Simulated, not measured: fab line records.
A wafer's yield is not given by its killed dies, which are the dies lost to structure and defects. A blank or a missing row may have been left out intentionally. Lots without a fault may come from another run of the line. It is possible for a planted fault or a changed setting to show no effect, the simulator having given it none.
Split-lot experiment ; flow n5 finfet ; 21 wafers read across 7 lots, on a route 1938 steps long

SPLIT DETAILS
At N5_BEOL_M7_COAT_05 (resist thk 90 nm), the setting spin rpm was moved away from the recipe's 1500 rpm on 9 of the 21 wafers read, by -10.1% to +9.9%. The other wafers ran this setting at the recipe's value.

FROM THE SPLIT TO THE READING: what the file shows between them, 3 steps
- N5_BEOL_M7_EBR_07
- N5_BEOL_M7_SOFTBAKE_06: time 60 s
- N5_BEOL_M7_DESCUM_16: chemistry O2, time 7.9 s

THE READING
CAR-ArF_of_BEOL_M7_COAT_05.thk nm (the simulator's own value, which no gauge read), in nm, at N5_BEOL_M7_ETCH_61 (etches SiARC in CF4, target depth 45.5 nm, time 75.8 s). The file gives no usual value for it. Here, 12 wafers ran the recipe; their average is 50.8 nm with a standard deviation of 0.22 nm.

wafer;tool, chamber at the split;spin rpm as run, rpm;against the recipe;CAR-ArF_of_BEOL_M7_COAT_05.thk nm, nm;against lot-mates on the recipe
L075.1;litho track-01, 0;1500;recipe;50.6;-
L075.3;litho track-01, 0;1500;recipe;50.8;-
L075.4;litho track-01, 0;1500;recipe;51;-
L074.1;litho track-02, 0;1500;recipe;51.2;-
L074.6;litho track-02, 0;1500;recipe;51.2;-
L074.2;litho track-02, 0;1349;-10.1%;55.8;+4.6
L084.1;litho track-02, 0;1500;recipe;50.8;-
L084.5;litho track-02, 0;1500;recipe;50.8;-
L084.3;litho track-02, 0;1649;+9.9%;46.6;-4.2
L088.1;litho track-01, 0;1500;recipe;50.6;-
L088.2;litho track-01, 0;1500;recipe;50.6;-
L088.5;litho track-01, 0;1549;+3.3%;49.2;-1.4
L089.1;litho track-02, 0;1457;-2.9%;52.4;no lot-mate on the recipe
L089.2;litho track-02, 0;1457;-2.9%;52;no lot-mate on the recipe
L089.6;litho track-02, 0;1457;-2.9%;52;no lot-mate on the recipe
L091.1;litho track-02, 0;1391;-7.3%;54.2;+3.6
L091.6;litho track-02, 0;1391;-7.3%;54.2;+3.6
L091.4;litho track-02, 0;1500;recipe;50.6;-
L095.1;litho track-02, 0;1500;recipe;50.8;-
L095.3;litho track-02, 0;1500;recipe;50.6;-
L095.5;litho track-02, 0;1603;+6.9%;47.8;-2.9

THE FIT
A straight line over all 21 wafers: CAR-ArF_of_BEOL_M7_COAT_05.thk nm changes by -0.459 nm for each +1% of spin rpm; r = -0.99; the points scatter about the line by 0.22 nm.
The same after taking each lot's own level away (the mean of its wafers on the recipe; 18 wafers): -0.453 nm for each +1%; r = -1.00; scatter 0.15 nm.
That fit puts the effect of the largest move of spin rpm on the reading at 4.6 nm.
Measured against the standard deviation above, the lots' own levels, which go from 50.60 to 51.20 nm, span 2.8 times it.
Consequently the slope shifts little with the lot-to-lot level, the two slopes agreeing.
Check: for one of the wafers moved furthest among these (-10.1%), held out of the fit, the line's prediction against its lot-mates is +4.64 nm. Against them it came out at +4.6 nm.

OTHER SPLITS APPLIED TO THESE WAFERS
Note: prior to the reading, these wafers also went through further splits. Each is held against what the fit with the lots' levels taken away leaves over:
other split on the same wafers;wafers away from the commonest value;r with CAR-ArF_of_BEOL_M7_COAT_05.thk nm (lot level and that fit taken away)
N5_BEOL_M2_COAT_62 spin rpm;4;+0.09
N5_BEOL_M3_ETCH_64 time s;6;+0.52
N5_BEOL_M3_COAT_22 spin rpm;8;-0.01
N5_BEOL_M4_TRENCH_ETCH_37 time s;9;-0.31
N5_BEOL_M6_COAT_22 spin rpm;4;+0.09
N5_BEOL_M7_ILD_DEP_00 time s;7;-0.15

THE WHOLE CHAIN: every reading that the file lists as answering this split, in the file's order
step;what it does;reading;change (the file's fit);r (the file's)
N5_BEOL_M7_COAT_05;resist thk 90 nm;CAR-ArF_of_BEOL_M7_COAT_05.thk nm (the simulator's own value, which no gauge read);-0.456 nm for each +1% of the setting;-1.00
N5_BEOL_M7_ETCH_61;etches SiARC in CF4, target depth 45.5 nm, time 75.8 s;CAR-ArF_of_BEOL_M7_COAT_05.thk nm (the simulator's own value, which no gauge read);-0.446 nm for each +1% of the setting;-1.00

THE FILE'S OWN FIT
CAR-ArF_of_BEOL_M7_COAT_05.thk nm changes by -0.446 nm for each +1% of spin rpm, r = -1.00.
